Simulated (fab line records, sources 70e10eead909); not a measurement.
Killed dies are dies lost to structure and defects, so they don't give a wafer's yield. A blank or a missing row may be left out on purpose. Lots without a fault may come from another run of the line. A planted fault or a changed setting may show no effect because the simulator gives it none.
Which tool did it? | flow nand_harc | 15 lots, 45 wafers sampled, at 4 steps of a route of 1159

WHAT THE GAUGES READ, wafer by wafer
NHARC_P_STI_INSPECT_11.
lot  | measured    | on                | raw_defect_count
L712 | day 3 02:41 | defect_inspect-01 | 7 5 9
L713 | day 3 02:50 | defect_inspect-01 | 5 9 4
L719 | day 4 19:02 | defect_inspect-02 | 5 4 2
L722 | day 5 11:23 | defect_inspect-01 | 4 6 4
L723 | day 5 18:50 | defect_inspect-01 | 4 3 9
L725 | day 6 06:46 | defect_inspect-02 | 5 5 3
L726 | day 6 10:58 | defect_inspect-01 | 6 4 1
L727 | day 6 21:43 | defect_inspect-02 | 4 3 4
L728 | day 6 21:53 | defect_inspect-01 | 2 10 2
L729 | day 7 05:15 | defect_inspect-02 | 5 4 2
L730 | day 7 11:05 | defect_inspect-01 | 2 3 8
L733 | day 8 02:04 | defect_inspect-02 | 2 7 5

NHARC_P_GATE_OVL_MEAS_27.
lot  | measured     | on         | overlay_x_nm (nm) | overlay_y_nm (nm)
L712 | day 5 06:47  | overlay-01 | 0.8 0.4 0.4       | 0.7 0.3 0.7
L713 | day 5 06:37  | overlay-01 | 0.9 0.7 0.6       | 0.8 0.5 0.3
L719 | day 7 01:31  | overlay-01 | 0.2 -0.8 0.0      | 0.5 0.9 0.3
L722 | day 7 21:42  | overlay-02 | -0.9 -1.2 -0.6    | -0.5 -0.6 -0.6
L723 | day 7 23:17  | overlay-01 | 0.0 0.2 -0.3      | 0.2 0.1 0.5
L725 | day 8 11:53  | overlay-02 | -1.9 -2.0 -1.9    | -0.2 -0.2 0.2
L726 | day 8 11:55  | overlay-02 | -0.6 -0.3 0.1     | -0.2 0.4 0.3
L727 | day 9 01:19  | overlay-01 | -0.2 0.4 0.8      | -0.1 -0.3 -0.4
L728 | day 9 01:01  | overlay-01 | 1.6 1.4 1.8       | -0.2 -0.6 -0.1
L729 | day 9 06:19  | overlay-02 | 0.0 0.4 0.7       | -0.8 -0.4 -0.7
L730 | day 9 14:30  | overlay-01 | 0.8 0.6 0.5       | -1.3 -0.9 -1.2
L733 | day 10 05:52 | overlay-01 | -0.6 -0.3 -1.0    | 1.5 1.4 1.6

WHICH TOOL RAN EACH LOT (tool, then ch and the chambers of the sampled wafers, then the start)
lot  | NHARC_P_ZERO_WELL_IMPLANT_59   | NHARC_P_GATE_DESCUM_13
L712 | implanter-02 ch 0, day 2 04:48 | rie_diel-05 ch 0,1,3, day 4 17:02
L713 | implanter-02 ch 0, day 2 10:46 | rie_diel-05 ch 1,2,3, day 4 16:52
L715 | implanter-02, day 2 22:44      | -
L716 | implanter-02, day 3 04:36      | -
L717 | implanter-02, day 3 10:37      | -
L719 | implanter-02 ch 0, day 3 22:49 | rie_diel-11 ch 1,2,3, day 6 10:07
L722 | implanter-01 ch 0, day 4 16:26 | rie_diel-08 ch 0,3, day 7 08:25
L723 | implanter-01 ch 0, day 4 22:37 | rie_diel-05 ch 1,2,3, day 7 08:28
L725 | implanter-02 ch 0, day 5 10:47 | rie_diel-05 ch 1,2,3, day 7 19:22
L726 | implanter-02 ch 0, day 5 16:49 | rie_diel-11 ch 0,3, day 7 19:25
L727 | implanter-02 ch 0, day 5 22:36 | rie_diel-08 ch 2,3, day 8 10:13
L728 | implanter-02 ch 0, day 6 04:31 | rie_diel-08 ch 2,3, day 8 10:23
L729 | implanter-02 ch 0, day 6 10:40 | rie_diel-08 ch 1,2, day 8 16:43
L730 | implanter-01 ch 0, day 6 16:39 | rie_diel-05 ch 2,3, day 9 00:47
L733 | implanter-02 ch 0, day 7 10:40 | rie_diel-08 ch 1,2,3, day 9 13:57
- NHARC_P_ZERO_WELL_IMPLANT_59
- NHARC_P_GATE_DESCUM_13: chemistry O2, time 3 s.

WHAT THE TOOLS THEMSELVES READ (means of the sampled wafers that have a number; where no wafer has one, the mark that the record gives instead)
NHARC_P_ZERO_WELL_IMPLANT_59.
lot  | tool         | beam_energy_keV | beam_on_s (s)
L712 | implanter-02 | 119.96          | 9.93
L713 | implanter-02 | 119.96          | 9.93
L715 | implanter-02 | -               | -
L716 | implanter-02 | -               | -
L717 | implanter-02 | -               | -
L719 | implanter-02 | 119.93          | 10.03
L722 | implanter-01 | 120.04          | 10.11
L723 | implanter-01 | 120.01          | 9.96
L725 | implanter-02 | 120.00          | 10.06
L726 | implanter-02 | 120.02          | 9.79
L727 | implanter-02 | 119.98          | 10.13
L728 | implanter-02 | 119.99          | 10.21
L729 | implanter-02 | 119.99          | 9.94
L730 | implanter-01 | 120.01          | 10.05
L733 | implanter-02 | 119.99          | 9.99

NHARC_P_GATE_DESCUM_13.
lot  | tool        | drypump_motor_current_A (A) | oes_product_au (a.u.) | rf_vpp_V (V) | showerhead_plenum_p_Torr (Torr) | throttle_valve_pct (%)
L712 | rie_diel-05 | 5.8                         | 1.002                 | 58.2         | 2.03                            | 11.314
L713 | rie_diel-05 | 5.8                         | 0.996                 | 57.8         | 2.02                            | 11.325
L719 | rie_diel-11 | 6.2                         | 0.996                 | 57.8         | 1.91                            | 11.314
L722 | rie_diel-08 | 5.9                         | 1.001                 | 58.0         | 1.95                            | 11.309
L723 | rie_diel-05 | 5.8                         | 1.010                 | 57.8         | 2.01                            | 11.317
L725 | rie_diel-05 | 5.8                         | 0.997                 | 57.7         | 2.01                            | 11.307
L726 | rie_diel-11 | 6.2                         | 1.009                 | 58.2         | 1.91                            | 11.318
L727 | rie_diel-08 | 5.4                         | 0.992                 | 58.5         | 1.93                            | 11.300
L728 | rie_diel-08 | 5.4                         | 0.989                 | 58.7         | 2.00                            | 11.309
L729 | rie_diel-08 | 5.4                         | 0.998                 | 58.2         | 1.98                            | 11.312
L730 | rie_diel-05 | 6.1                         | 0.998                 | 58.4         | 2.00                            | 11.312
L733 | rie_diel-08 | 5.5                         | 0.996                 | 57.6         | 1.91                            | 11.319

THE ANSWER, worked out from the rows above alone
Rule: what is usual is taken from the lots themselves. Put in order of their means at a reading, lots are off if they are a third of the lots or fewer, leave a main group of 4 or more, and stand apart from it by a gap of 3 or more times the standard deviation of the main group's means; of several such gaps the widest counts. A main group whose means are all the same, to the digits that the tables above print for the reading, isn't used. A lot without any number at a reading at which 4 lots or more have one is off too. The other lots that the step has rows for count as sound. The gauges are gone through in route order, then the tools' own readings, and for those a lot's mean is taken as printed above. The first step at which some lot is off is used, and at that step the reading that is off furthest; a lot without a number counts as furthest.
Off: L715, L716, L717, at NHARC_P_ZERO_WELL_IMPLANT_59 (beam_energy_keV). Without a number there: L715, L716, L717. The main group: mean 119.99, standard deviation 0.029.
A tool fits if, at that step or a process step before it, it ran every lot that is off, and no sound lot after the first of them. None of those tried fits.

WHAT THE SIMULATOR HAD PUT IN
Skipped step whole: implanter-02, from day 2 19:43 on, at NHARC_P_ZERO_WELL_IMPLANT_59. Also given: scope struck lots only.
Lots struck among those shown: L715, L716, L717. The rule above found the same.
